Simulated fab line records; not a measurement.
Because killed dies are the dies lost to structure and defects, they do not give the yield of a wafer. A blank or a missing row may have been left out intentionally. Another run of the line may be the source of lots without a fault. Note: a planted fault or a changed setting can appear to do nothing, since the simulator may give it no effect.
fab line records	flow nand-harc
[record] lots = 6	wafers = 18	last-day = 23
route steps=1159 shown A_CONTACT@897 END@1159
lots untouched by any fault: they come from a run of this same line in which no faults occurred
start-h: the number of hours between the record's first day and the start of the first shown wafer of the lot	wait-h: how many hours have passed since the lot's step before this one	" the same as in the row above	L1.1+2: a single row standing in for several wafers	- no value present, or no start provided	* or withheld: withheld	< > ~ a bound
route shown NAME@n: a module of which the file shows steps, and the number in the route of the first	usual: mean and standard deviation over wafers with no fault	same: alike in all rows	chamber/n: place in a boat	sites: each site's reading	_std_site: their standard deviation	_edge_site: inner sites' mean taken away from outer sites' mean	radius-mm: for every site, how far away it sits from the centre of the wafer	mask NAME#n: copy n	behind: the last tool/chamber to shape the wafer	hold: cause of the lot's hold/its duration in hours/its outcome	device: names the non-switching transistor (n, p or np)	end of line: the tests these same wafers got at the end of their route	for a step that has no rows: nothing shown but its recipe	killed: dies lost to structure and defects at the first sort, not the wafer's yield	map: shows each die of a wafer: x if killed, . if not, _ if none is there
set.NAME: the run value of the setting; set.NAME@STEP: its run value at that earlier step	model.NAME: the simulator's own value behind a step, which no gauge read
lots seen at some steps along the route; tables by step, rows by wafer
services: a tool's chamber out of use, with start hour (start-h, from the record's first day; less than 0 if before it), hours out, and reason
[[steps]]
[step NHARC_A_CONTACT_OVL_MEAS_70]
[usual] overlay-x-nm = 0.0/0.92	overlay-y-nm = 0.0/1.1
lot.wafer	tool	chamber	start-h	wait-h	overlay-x-nm	overlay-y-nm
L558.1	overlay-01	-	424.01	-	1.9	-1.4
L558.4	"	-	"	"	2.0	-1.7
L558.6	"	-	"	"	1.6	-1.4
L560.3	overlay-01	-	437.50	-	-0.3	1.1
L560.5	"	-	"	"	-0.5	1.6
L560.6	"	-	"	"	0.3	1.0
L559.2	overlay-02	-	438.15	-	-1.6	-1.8
L559.3	"	-	"	"	-1.6	-1.3
L559.6	"	-	"	"	-1.4	-1.4
L562.1	overlay-02	-	447.55	-	0.3	0.7
L562.3	"	-	"	"	0.5	0.4
L562.6	"	-	"	"	-0.2	0.5
L566.1	overlay-01	-	480.19	-	0.6	-1.0
L566.5	"	-	"	"	0.3	-0.8
L566.6	"	-	"	"	0.5	-0.8
L570.3	overlay-01	-	500.67	-	-1.7	0.7
L570.5	"	-	"	"	-1.0	0.9
L570.6	"	-	"	"	-1.0	1.4
[step NHARC_A_CONTACT_INSPECT_71]
[usual] raw-defect-count = 29/14
lot.wafer	tool	chamber	start-h	wait-h	raw-defect-count
L558.1	defect-inspect-01	-	424.05	0.0	28
L558.4	"	-	"	"	40
L558.6	"	-	"	"	30
L560.3	defect-inspect-01	-	437.53	0.0	39
L560.5	"	-	"	"	35
L560.6	"	-	"	"	38
L559.2	defect-inspect-02	-	438.19	0.0	9
L559.3	"	-	"	"	19
L559.6	"	-	"	"	15
L562.1	defect-inspect-01	-	447.59	0.0	24
L562.3	"	-	"	"	25
L562.6	"	-	"	"	29
L566.1	defect-inspect-02	-	480.22	0.0	60
L566.5	"	-	"	"	49
L566.6	"	-	"	"	71
L570.3	defect-inspect-02	-	500.71	0.0	41
L570.5	"	-	"	"	44
L570.6	"	-	"	"	49
[step NHARC_A_CONTACT_DESCUM_74]
[recipe] time-s = 3	o2-flow-sccm = 200	ar-flow-sccm = 0	bias-power-w = 0	chemistry = O2
[usual] drypump-motor-current-A = 5.4/0.45	oes-product-au = 1.003/0.0098	rf-vpp-V = 57.6/0.82	showerhead-plenum-p-Torr = 1.89/0.063	throttle-valve-pct = 11.310/0.0095
lot.wafer	tool	chamber	start-h	wait-h	drypump-motor-current-A	oes-product-au	rf-hours-counter-h	rf-vpp-V	showerhead-plenum-p-Torr	throttle-valve-pct
L558.1	rie-diel-02	1	424.11	0.1	5.5	1.018	29	58.2	1.93	11.304
L558.4	"	0	"	"	6.0	1.016	28	57.0	1.87	11.317
L558.6	"	1	"	"	5.5	1.009	-	59.0	1.93	11.311
L560.3	rie-diel-12	3	437.59	0.1	6.2	0.983	8	57.1	1.82	11.317
L560.5	"	3	"	"	6.2	1.004	-	58.6	1.82	11.308
L560.6	"	0	"	"	5.5	0.987	-	56.7	1.90	11.327
L559.3	rie-diel-04	0	438.36	0.2	5.6	1.012	57	57.8	1.89	11.294
L559.2	"	2	"	"	5.8	1.012	57	57.8	1.87	11.310
L559.6	"	0	"	"	5.6	1.006	-	57.6	1.89	11.305
L562.1	rie-diel-02	1	447.67	0.1	5.5	1.004	40	56.1	1.93	11.306
L562.3	"	2	"	"	5.2	1.018	39	58.4	2.06	11.297
L562.6	"	3	"	"	5.4	0.992	-	58.7	1.90	11.314
L566.1	rie-diel-02	0	480.28	0.1	6.0	1.017	51	57.6	1.87	11.290
L566.5	"	2	"	"	5.2	1.012	-	57.3	2.06	11.307
L566.6	"	3	"	"	5.4	1.019	-	57.1	1.90	11.290
L570.3	rie-diel-12	2	500.78	0.1	5.2	1.001	22	56.1	1.86	11.303
L570.6	"	1	"	"	4.7	1.008	-	57.9	2.00	11.312
L570.5	"	2	"	"	5.2	1.000	-	56.6	1.86	11.308
[step NHARC_A_CONTACT_ETCH_75]
[recipe] target-depth-a = 390	over-etch-frac = 0.3	time-s = 65	ion-energy-ev = 80	cf4-flow-sccm = 150	ar-flow-sccm = 0	rf-w = 300	bias-w = 100	chemistry = CF4
[step NHARC_A_CONTACT_ETCH_76]
[recipe] target-depth-a = 2600	over-etch-frac = 0.3	time-s = 475.3	ion-energy-ev = 200	n2-flow-sccm = 150	h2-flow-sccm = 150	ar-flow-sccm = 0	rf-w = 400	bias-w = 150	chemistry = N2/H2
[usual] bias-w = 150.0/0.49	chamber-pressure-mTorr = 30.003/0.027	drypump-motor-current-A = 5.4/0.45	oes-product-au = 1.003/0.011	rf-vpp-V = 429.8/2	showerhead-plenum-p-Torr = 2.01/0.067	throttle-valve-pct = 14.171/0.0098
lot.wafer	tool	chamber	start-h	wait-h	bias-w	chamber-pressure-mTorr	drypump-motor-current-A	oes-product-au	rf-hours-counter-h	rf-vpp-V	showerhead-plenum-p-Torr	throttle-valve-pct
L558.1	rie-diel-02	1	-	-	149.9	29.943	5.5	1.014	29	429.5	2.06	14.163
L558.4	"	3	"	"	150.4	30.039	5.4	1.002	24	430.8	2.03	14.165
L558.6	"	1	"	"	150.3	29.984	5.5	1.014	-	432.6	2.06	14.182
L560.3	rie-diel-12	3	-	-	149.6	29.967	6.2	0.996	8	427.9	1.94	14.179
L560.5	"	0	"	"	150.2	30.025	5.5	0.989	-	429.2	2.02	14.172
L560.6	"	1	"	"	149.3	29.976	4.7	0.996	-	433.1	2.14	14.188
L559.3	rie-diel-04	2	-	-	149.3	29.991	5.9	1.014	58	430.1	1.99	14.185
L559.2	"	0	"	"	149.5	29.964	5.6	1.013	57	429.7	2.01	14.190
L559.6	"	3	"	"	149.3	30.016	5.3	1.005	-	427.5	1.93	14.157
L562.3	rie-diel-02	1	-	-	149.7	29.979	5.5	1.007	40	430.1	2.06	14.169
L562.1	"	3	"	"	150.4	30.015	5.4	1.004	33	430.2	2.03	14.184
L562.6	"	0	"	"	148.9	29.970	5.9	1.019	-	429.2	1.99	14.156
L566.1	rie-diel-02	3	-	-	150.7	30.003	5.4	1.004	45	429.0	2.02	14.156
L566.6	"	0	"	"	149.9	29.990	5.9	1.012	-	428.1	1.99	14.154
L566.5	"	2	"	"	150.2	29.992	5.2	1.012	-	435.3	2.20	14.185
L570.3	rie-diel-12	3	-	-	149.8	29.993	6.2	0.993	21	427.3	1.93	14.186
L570.5	"	1	"	"	150.1	30.004	4.7	0.995	-	433.3	2.13	14.173
L570.6	"	2	"	"	149.3	29.984	5.2	1.010	-	429.0	1.98	14.172
[step NHARC_A_CONTACT_ETCH_77]
[recipe] target-depth-a = 726	time-s = 36.3	cf4-flow-sccm = 100	chf3-flow-sccm = 30	ar-flow-sccm = 0	rf-w = 500	bias-w = 200	chemistry = CF4/CHF3
[usual] bias-w = 200.0/0.58	cf4-flow-sccm = 100.01/0.27	drypump-motor-current-A = 5.4/0.45	oes-product-au = 0.939/0.02	rf-vpp-V = 369.9/1.7	showerhead-plenum-p-Torr = 1.55/0.048	throttle-valve-pct = 16.802/0.0086
lot.wafer	tool	chamber	start-h	wait-h	bias-w	cf4-flow-sccm	drypump-motor-current-A	oes-product-au	rf-hours-counter-h	rf-vpp-V	showerhead-plenum-p-Torr	throttle-valve-pct
L558.4	rie-diel-02	2	-	-	200.2	99.63	5.2	0.974	30	373.4	1.69	16.803
L558.1	"	3	"	"	200.2	99.87	5.4	0.979	24	369.8	1.57	16.792
L558.6	"	1	"	"	200.1	99.77	5.5	0.971	-	372.3	1.59	16.800
L560.3	rie-diel-12	1	-	-	200.2	100.34	4.7	0.905	8	373.6	1.64	16.813
L560.6	"	1	"	"	200.8	100.21	4.7	0.923	-	372.7	1.64	16.815
L560.5	"	2	"	"	200.9	99.75	5.1	0.931	-	369.1	1.54	16.811
L559.2	rie-diel-04	2	-	-	199.7	100.28	5.8	0.959	58	369.8	1.54	16.800
L559.3	"	1	"	"	200.5	100.04	4.9	0.949	56	370.3	1.56	16.791
L559.6	"	3	"	"	199.2	100.47	5.2	0.935	-	367.5	1.49	16.814
L562.3	rie-diel-02	3	-	-	200.7	99.94	5.4	0.930	33	371.3	1.56	16.814
L562.1	"	1	"	"	199.3	100.25	5.5	0.931	40	371.4	1.58	16.807
L562.6	"	3	"	"	200.4	99.93	5.4	0.934	-	369.7	1.56	16.802
L566.1	rie-diel-02	2	-	-	200.2	100.08	5.2	0.929	52	374.4	1.69	16.795
L566.5	"	2	"	"	201.0	99.60	5.2	0.930	-	373.6	1.69	16.807
L566.6	"	0	"	"	200.7	100.22	6.0	0.937	-	369.8	1.54	16.787
L570.3	rie-diel-12	3	-	-	202.1	100.17	6.2	0.918	22	368.5	1.50	16.797
L570.5	"	2	"	"	200.3	100.04	5.2	0.918	-	369.3	1.53	16.808
L570.6	"	3	"	"	199.8	99.62	6.2	0.911	-	368.0	1.50	16.805
[step NHARC_A_CONTACT_ETCH_78]
[recipe] target-depth-a = 28000	over-etch-frac = 0.3	time-s = 728	ion-energy-ev = 150	o2-flow-sccm = 400	cos-flow-sccm = 20	ar-flow-sccm = 0	rf-w = 500	bias-w = 300	chemistry = O2/COS
[usual] bias-w = 300.0/0.82	chamber-pressure-mTorr = 19.999/0.018	cos-flow-sccm = 19.99/0.066	drypump-motor-current-A = 5.4/0.45	oes-product-au = 1.005/0.01	rf-vpp-V = 313.7/1.6	showerhead-plenum-p-Torr = 3.08/0.096	throttle-valve-pct = 28.330/0.0098
lot.wafer	tool	chamber	start-h	wait-h	bias-w	chamber-pressure-mTorr	cos-flow-sccm	drypump-motor-current-A	oes-product-au	rf-hours-counter-h	rf-vpp-V	showerhead-plenum-p-Torr	throttle-valve-pct
L558.1	rie-diel-02	1	-	-	299.4	19.996	20.02	5.5	1.013	29	314.4	3.15	28.326
L558.4	"	2	"	"	301.2	20.018	20.05	5.2	1.019	30	318.7	3.36	28.325
L558.6	"	0	"	"	300.8	20.000	20.02	6.0	1.021	-	314.7	3.06	28.309
L560.3	rie-diel-12	2	-	-	299.0	20.008	20.06	5.2	1.003	8	313.6	3.05	28.342
L560.6	"	2	"	"	300.6	20.003	19.94	5.1	1.008	-	313.5	3.05	28.333
L560.5	"	3	"	"	299.3	19.992	19.99	6.2	0.998	-	313.2	2.98	28.334
L559.3	rie-diel-04	3	-	-	299.9	20.006	20.00	5.3	0.999	52	312.7	2.96	28.324
L559.2	"	1	"	"	301.0	20.009	19.90	5.0	1.029	56	313.5	3.10	28.335
L559.6	"	2	"	"	299.8	19.989	20.06	5.9	1.021	-	313.8	3.06	28.332
L562.1	rie-diel-02	1	-	-	299.5	20.007	19.89	5.5	1.008	40	313.8	3.14	28.325
L562.3	"	3	"	"	299.7	20.002	19.93	5.4	1.005	33	314.6	3.10	28.331
L562.6	"	0	"	"	300.6	20.018	20.06	6.0	1.012	-	313.4	3.05	28.337
L566.1	rie-diel-02	0	-	-	300.7	19.986	20.03	6.0	1.018	52	312.1	3.05	28.341
L566.5	"	3	"	"	300.2	19.967	20.02	5.4	1.004	-	313.5	3.10	28.332
L566.6	"	0	"	"	299.9	20.015	19.94	6.0	1.013	-	312.1	3.05	28.342
L570.3	rie-diel-12	1	-	-	299.7	20.014	20.12	4.7	0.996	23	316.9	3.26	28.334
L570.6	"	0	"	"	299.8	19.990	19.96	5.5	0.983	-	314.2	3.10	28.328
L570.5	"	1	"	"	299.4	20.003	20.01	4.7	1.006	-	315.7	3.26	28.338
[step NHARC_A_CONTACT_ETCH_124]
[recipe] source-w = withheld	pressure-mtorr = 20	bias-v = withheld	time-s = 140	target-depth-a = 7000	ar-flow-sccm = withheld	c4f8-flow-sccm = withheld	o2-flow-sccm = withheld	chemistry = C4F8/O2/Ar
[usual] chamber-pressure-mTorr = 20.000/0.017	oes-air-line-au = 1.003/0.021
lot.wafer	tool	chamber	start-h	wait-h	chamber-pressure-mTorr	oes-air-line-au	rf-hours-counter-h
L558.1	har-cap-etch-03	1	425.28	-	19.997	1.007	86
L558.4	"	0	"	"	20.021	1.009	-
L558.6	"	0	"	"	20.004	0.987	-
L560.3	har-cap-etch-02	1	438.82	-	20.006	0.990	-
L560.5	"	1	"	"	20.021	0.975	-
L560.6	"	0	"	"	19.976	0.970	-
L559.2	har-cap-etch-03	1	439.92	-	19.980	0.973	89
L559.3	"	1	"	"	20.011	1.019	-
L559.6	"	0	"	"	20.045	1.000	-
L562.1	har-cap-etch-03	1	448.83	-	20.019	0.979	91
L562.3	"	1	"	"	19.993	1.027	-
L562.6	"	0	"	"	20.016	0.994	-
L566.1	har-cap-etch-01	0	481.66	-	19.991	0.993	75
L566.5	"	1	"	"	20.000	0.990	-
L566.6	"	0	"	"	20.023	1.034	-
L570.3	har-cap-etch-01	0	501.99	-	20.015	0.993	-
L570.5	"	1	"	"	20.020	1.016	-
L570.6	"	0	"	"	20.000	1.000	-
[step NHARC_A_CONTACT_ETCH_125]
[recipe] source-w = withheld	pressure-mtorr = 20	bias-v = 1200	time-s = 155	target-depth-a = 9560	ar-flow-sccm = withheld	c4f8-flow-sccm = withheld	o2-flow-sccm = withheld	chemistry = C4F8/O2/Ar
[step NHARC_A_CONTACT_ETCH_126]
[recipe] source-w = withheld	pressure-mtorr = 20	bias-v = 1200	time-s = 155	target-depth-a = 9560	ar-flow-sccm = withheld	c4f8-flow-sccm = withheld	o2-flow-sccm = withheld	chemistry = C4F8/O2/Ar
[step NHARC_A_CONTACT_ETCH_127]
[recipe] source-w = withheld	pressure-mtorr = 20	bias-v = 1200	time-s = 155	target-depth-a = 9560	ar-flow-sccm = withheld	c4f8-flow-sccm = withheld	o2-flow-sccm = withheld	chemistry = C4F8/O2/Ar
[step NHARC_A_CONTACT_ETCH_128]
[recipe] source-w = withheld	pressure-mtorr = 20	bias-v = 1200	time-s = 155	target-depth-a = 9560	ar-flow-sccm = withheld	c4f8-flow-sccm = withheld	o2-flow-sccm = withheld	chemistry = C4F8/O2/Ar
[step NHARC_A_CONTACT_ETCH_129]
[recipe] source-w = withheld	pressure-mtorr = 20	bias-v = 1200	time-s = 155	target-depth-a = 9560	ar-flow-sccm = withheld	c4f8-flow-sccm = withheld	o2-flow-sccm = withheld	chemistry = C4F8/O2/Ar
[usual] chamber-pressure-mTorr = 19.999/0.018	oes-air-line-au = 1.001/0.02
lot.wafer	tool	chamber	start-h	wait-h	chamber-pressure-mTorr	oes-air-line-au	rf-hours-counter-h
L558.1	har-cap-etch-03	1	426.04	0.1	20.013	0.994	87
L558.4	"	0	"	"	19.981	1.003	-
L558.6	"	0	"	"	19.986	0.991	-
L560.3	har-cap-etch-02	1	439.57	0.1	19.978	0.989	-
L560.5	"	1	"	"	19.991	1.023	-
L560.6	"	0	"	"	20.010	0.989	-
L559.2	har-cap-etch-03	1	440.69	0.1	-	-	-
L559.3	"	1	"	"	-	-	-
L559.6	"	0	"	"	-	-	-
L562.1	har-cap-etch-03	1	449.59	0.1	-	-	-
L562.3	"	1	"	"	-	-	-
L562.6	"	0	"	"	-	-	-
L566.1	har-cap-etch-01	0	482.42	0.1	19.994	1.019	76
L566.5	"	1	"	"	20.022	0.994	-
L566.6	"	0	"	"	19.987	0.990	-
L570.3	har-cap-etch-01	0	502.73	0.1	19.976	0.998	-
L570.5	"	1	"	"	20.018	0.989	-
L570.6	"	0	"	"	19.950	0.995	-
[step NHARC_A_CONTACT_ETCH_130]
[recipe] source-w = withheld	pressure-mtorr = 20	bias-v = 1200	time-s = 155	target-depth-a = 9560	ar-flow-sccm = withheld	c4f8-flow-sccm = withheld	o2-flow-sccm = withheld	chemistry = C4F8/O2/Ar
[step NHARC_END_SORT_01]
[recipe] temp-c = 25
[usual] killed-at-array = 27/11	killed-at-other = 0.7/1.1	killed-at-periphery = 3.4/2.1	killed-dies = 31/12	killed-open = 3.6/2	killed-short = 2.0/1.3
[same] gross-dies = 677
lot.wafer	tool	chamber	start-h	wait-h	killed-at-array	killed-at-other	killed-at-periphery	killed-dies	killed-open	killed-short
L559.2	prober-02	0	499.15	2.8	674	1	2	677	5	3
L559.3	prober-02	0	499.95	3.1	676	0	1	677	1	3
L559.6	prober-02	0	502.34	4.0	670	0	7	677	9	4
L562.1	prober-01	0	506.21	2.5	673	0	4	677	2	0
L562.3	prober-01	0	507.80	3.1	676	0	1	677	6	2
L562.6	prober-01	0	510.18	4.0	673	1	3	677	5	2
L566.6	prober-01	0	558.29	4.0	49	2	2	53	4	5
// killed by level:class
L559.2 A_CONTACT:area-etch=662 A_STAIRCASE:chamber-film-flake=3 A_WL_FILL:geometric-particle:short=2 A_WL_FILL:geometric-particle:open=2 A_CONTACT:geometric-particle:open=2 P_GATE:chamber-film-flake=2 A_CHANNEL_FILL_D1:geometric-particle:open=1 STARTING-WAFER:geometric-particle:short=1
L559.3 A_CONTACT:area-etch=656 A_STAIRCASE:chamber-film-flake=7 A_CONTACT:chamber-film-flake=5 A_ZERO_WELL:chamber-film-flake=3 A_CHANNEL_HOLE_D1:chamber-film-flake=2 P_CONTACT:geometric-particle:short=1 A_CHANNEL_FILL_D1:geometric-particle:short=1 A_WL_FILL:geometric-particle:short=1
L559.6 A_CONTACT:area-etch=648 A_STAIRCASE:chamber-film-flake=5 A_CONTACT:chamber-film-flake=4 A_M0:geometric-particle:open=3 P_M0:chamber-film-flake=3 A_CONTACT:geometric-particle:open=2 P_M0:geometric-particle:open=1 P_M0:geometric-particle:short=1
L562.1 A_CONTACT:area-etch=646 A_CHANNEL_HOLE_D1:chamber-film-flake=21 P_M1:chamber-film-flake=3 A_CONTACT:chamber-film-flake=2 A_SOURCE_PLATE:geometric-particle:open=1 A_BLC:geometric-particle:open=1 P_GATE:chamber-film-flake=1 A_CHANNEL_FILL_D1:chamber-film-flake=1
L562.3 A_CONTACT:area-etch=650 A_CHANNEL_HOLE_D1:chamber-film-flake=16 A_CHANNEL_FILL_D1:geometric-particle:open=2 A_WL_FILL:geometric-particle:open=2 A_CONTACT:chamber-film-flake=2 P_M0:geometric-particle:open=1 A_ONON_D1:geometric-particle:short=1 A_M0:geometric-particle:open=1
L562.6 A_CONTACT:area-etch=644 A_CHANNEL_HOLE_D1:chamber-film-flake=22 A_CONTACT:chamber-film-flake=3 P_GATE:geometric-particle:open=1 P_M1:geometric-particle:open=1 A_ONON_D1:geometric-particle:open=1 A_STAIRCASE:geometric-particle:short=1 A_CONTACT:geometric-particle:open=1
L566.6 A_CHANNEL_HOLE_D1:chamber-film-flake=24 A_STAIRCASE:chamber-film-flake=7 A_SLIT:chamber-film-flake=7 A_CONTACT:chamber-film-flake=4 THIN_TSV:chamber-film-flake=2 P_STI:geometric-particle:short=1 P_M0:geometric-particle:open=1 A_ONON_D1:geometric-particle:short=1
// map L559.2 (x killed, . not)
____________x____________
_________xxxxxxx_________
_______xxxxxxxxxxx_______
______xxxxxxxxxxxxx______
_____xxxxxxxxxxxxxxx_____
____xxxxxxxxxxxxxxxxx____
____xxxxxxxxxxxxxxxxx____
___xxxxxxxxxxxxxxxxxxx___
___xxxxxxxxxxxxxxxxxxx___
__xxxxxxxxxxxxxxxxxxxxx__
__xxxxxxxxxxxxxxxxxxxxx__
_xxxxxxxxxxxxxxxxxxxxxxx_
_xxxxxxxxxxxxxxxxxxxxxxx_
_xxxxxxxxxxxxxxxxxxxxxxx_
_xxxxxxxxxxxxxxxxxxxxxxx_
_xxxxxxxxxxxxxxxxxxxxxxx_
xxxxxxxxxxxxxxxxxxxxxxxxx
xxxxxxxxxxxxxxxxxxxxxxxxx
xxxxxxxxxxxxxxxxxxxxxxxxx
xxxxxxxxxxxxxxxxxxxxxxxxx
xxxxxxxxxxxxxxxxxxxxxxxxx
_xxxxxxxxxxxxxxxxxxxxxxx_
_xxxxxxxxxxxxxxxxxxxxxxx_
_xxxxxxxxxxxxxxxxxxxxxxx_
_xxxxxxxxxxxxxxxxxxxxxxx_
_xxxxxxxxxxxxxxxxxxxxxxx_
__xxxxxxxxxxxxxxxxxxxxx__
__xxxxxxxxxxxxxxxxxxxxx__
___xxxxxxxxxxxxxxxxxxx___
___xxxxxxxxxxxxxxxxxxx___
____xxxxxxxxxxxxxxxxx____
____xxxxxxxxxxxxxxxxx____
_____xxxxxxxxxxxxxxx_____
______xxxxxxxxxxxxx______
_______xxxxxxxxxxx_______
_________xxxxxxx_________
____________x____________
// map L562.1 (x killed, . not)
____________x____________
_________xxxxxxx_________
_______xxxxxxxxxxx_______
______xxxxxxxxxxxxx______
_____xxxxxxxxxxxxxxx_____
____xxxxxxxxxxxxxxxxx____
____xxxxxxxxxxxxxxxxx____
___xxxxxxxxxxxxxxxxxxx___
___xxxxxxxxxxxxxxxxxxx___
__xxxxxxxxxxxxxxxxxxxxx__
__xxxxxxxxxxxxxxxxxxxxx__
_xxxxxxxxxxxxxxxxxxxxxxx_
_xxxxxxxxxxxxxxxxxxxxxxx_
_xxxxxxxxxxxxxxxxxxxxxxx_
_xxxxxxxxxxxxxxxxxxxxxxx_
_xxxxxxxxxxxxxxxxxxxxxxx_
xxxxxxxxxxxxxxxxxxxxxxxxx
xxxxxxxxxxxxxxxxxxxxxxxxx
xxxxxxxxxxxxxxxxxxxxxxxxx
xxxxxxxxxxxxxxxxxxxxxxxxx
xxxxxxxxxxxxxxxxxxxxxxxxx
_xxxxxxxxxxxxxxxxxxxxxxx_
_xxxxxxxxxxxxxxxxxxxxxxx_
_xxxxxxxxxxxxxxxxxxxxxxx_
_xxxxxxxxxxxxxxxxxxxxxxx_
_xxxxxxxxxxxxxxxxxxxxxxx_
__xxxxxxxxxxxxxxxxxxxxx__
__xxxxxxxxxxxxxxxxxxxxx__
___xxxxxxxxxxxxxxxxxxx___
___xxxxxxxxxxxxxxxxxxx___
____xxxxxxxxxxxxxxxxx____
____xxxxxxxxxxxxxxxxx____
_____xxxxxxxxxxxxxxx_____
______xxxxxxxxxxxxx______
_______xxxxxxxxxxx_______
_________xxxxxxx_________
____________x____________
[[services]]
tool	chamber	start-h	hours	kind
rie-diel-02	0	411.55	-	clean
rie-diel-02	1	411.55	-	clean
rie-diel-02	2	411.55	-	clean
rie-diel-02	3	411.55	-	clean
rie-diel-12	0	412.90	-	clean
rie-diel-12	1	412.90	-	clean
rie-diel-12	2	412.90	-	clean
rie-diel-12	3	412.90	-	clean
rie-diel-02	0	436.05	-	clean
rie-diel-02	1	436.05	-	clean
rie-diel-02	2	436.05	-	clean
rie-diel-02	3	436.05	-	clean
rie-diel-02	0	460.55	-	clean
rie-diel-02	1	460.55	-	clean
rie-diel-02	2	460.55	-	clean
rie-diel-02	3	460.55	-	clean
rie-diel-04	-	465.99	9.0	pm
rie-diel-02	1	476.65	8.6	repair
rie-diel-04	1	482.68	7.7	repair
rie-diel-02	0	485.14	-	clean
rie-diel-02	2	485.14	-	clean
rie-diel-02	3	485.14	-	clean
har-cap-etch-01	-	485.99	0.2	repair
rie-diel-04	0	495.01	1.6	repair
[[key]]
[first-sign] step = NHARC_A_CONTACT_ETCH_129	reading = tool-record	direction = missing
[effect] step = NHARC_END_SORT_01	reading = killed-at-array	direction = up	sigmas = 57	usual = 27	struck = 674
[more-kills-born-at] NHARC_A_CONTACT_ETCH_129@har-cap-etch-03 = 3906
met-at NHARC_A_CONTACT_ETCH_129
struck-wafers L559.2,L559.3,L559.6,L562.1,L562.3,L562.6
later-rows-left-out L559.2,L559.3,L559.6,L562.1,L562.3,L562.6
tester-left-out L559,L562
onset-between 426.04 440.69
[fault] kind = skipped-step-whole	tool = har-cap-etch-03	chamber = -	onset-h = 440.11	steps = NHARC_A_CONTACT_ETCH_129	scope = struck-lots-only
// tester-left-out: of these lots the tester's yield and bins aren't shown, on N5 and GAA mostly nor the transistor test; their killed dies are dies lost to structure and defects alone, not to doping, threshold or leakage, so they don't give the yield
// later-rows-left-out: the simulator's readings of these wafers behind a module that went badly wrong aren't trusted and aren't shown, but for the sort
